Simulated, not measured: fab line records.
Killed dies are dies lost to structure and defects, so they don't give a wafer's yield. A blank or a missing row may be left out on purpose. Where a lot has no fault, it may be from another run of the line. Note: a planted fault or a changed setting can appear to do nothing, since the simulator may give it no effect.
Matching of chambers :: flow nand-harc :: NHARC_P_M0_PRE_CLEAN_31 on pecvd-03 has 3 sister chambers
The step time 12 s. 6 wafers are shown with their chamber, then 8 later ones without.

EACH WAFER AND ITS CHAMBER
wafer: L084.3
chamber: 1
heater-power-w (W): 575
heater-power-outer-w (W): 319

wafer: L084.6
chamber: 0
heater-power-w (W): 640
heater-power-outer-w (W): 330

wafer: L088.3
chamber: 2
heater-power-w (W): 632
heater-power-outer-w (W): 328

wafer: L088.5
chamber: 1
heater-power-w (W): 534
heater-power-outer-w (W): 290

wafer: L088.6
chamber: 0
heater-power-w (W): 665
heater-power-outer-w (W): 334

wafer: L093.1
chamber: 2
heater-power-w (W): 576
heater-power-outer-w (W): 306

WAFERS WHOSE CHAMBER IS MISSING
wafer: L093.3
heater-power-w (W): 557
heater-power-outer-w (W): 301

wafer: L093.5
heater-power-w (W): 587
heater-power-outer-w (W): 291

wafer: L094.2
heater-power-w (W): 587
heater-power-outer-w (W): 320

wafer: L094.3
heater-power-w (W): 677
heater-power-outer-w (W): 358

wafer: L094.4
heater-power-w (W): 580
heater-power-outer-w (W): 322

wafer: L096.4
heater-power-w (W): 615
heater-power-outer-w (W): 328

wafer: L096.5
heater-power-w (W): 583
heater-power-outer-w (W): 318

wafer: L096.6
heater-power-w (W): 699
heater-power-outer-w (W): 368

CHAMBER TAKEN BY EACH
wafer: L093.3
from the rows above: can't be placed: 1 or 2
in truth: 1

wafer: L093.5
from the rows above: can't be placed: 1 or 2
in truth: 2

wafer: L094.2
from the rows above: can't be placed: 2 or 1 or 0
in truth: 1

wafer: L094.3
from the rows above: can't be placed: 0 or 2
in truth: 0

wafer: L094.4
from the rows above: can't be placed: 2 or 1 or 0
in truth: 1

wafer: L096.4
from the rows above: can't be placed: 2 or 0 or 1
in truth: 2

wafer: L096.5
from the rows above: can't be placed: 2 or 1 or 0
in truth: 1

wafer: L096.6
from the rows above: can't be placed: 0 or 2
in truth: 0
Correct placement for 0 of the 8. Can't be placed from these rows: 8 (the true chamber is among the candidates in 8). Wrongly placed: 0.
How it was worked out, from the rows above alone: a wafer's distance from a chamber is the root of the sum, over the readings, of the square of ((its reading less the chamber's mean) divided by the reading's scatter). The wafer belongs to the nearest chamber; if the next one is less than 2 further off, it can't be placed. A chamber's mean is the mean of its shown wafers. The scatter: the root of (the sum of the squares of (reading less its chamber's mean) over the shown wafers, divided by (wafers less chambers)).
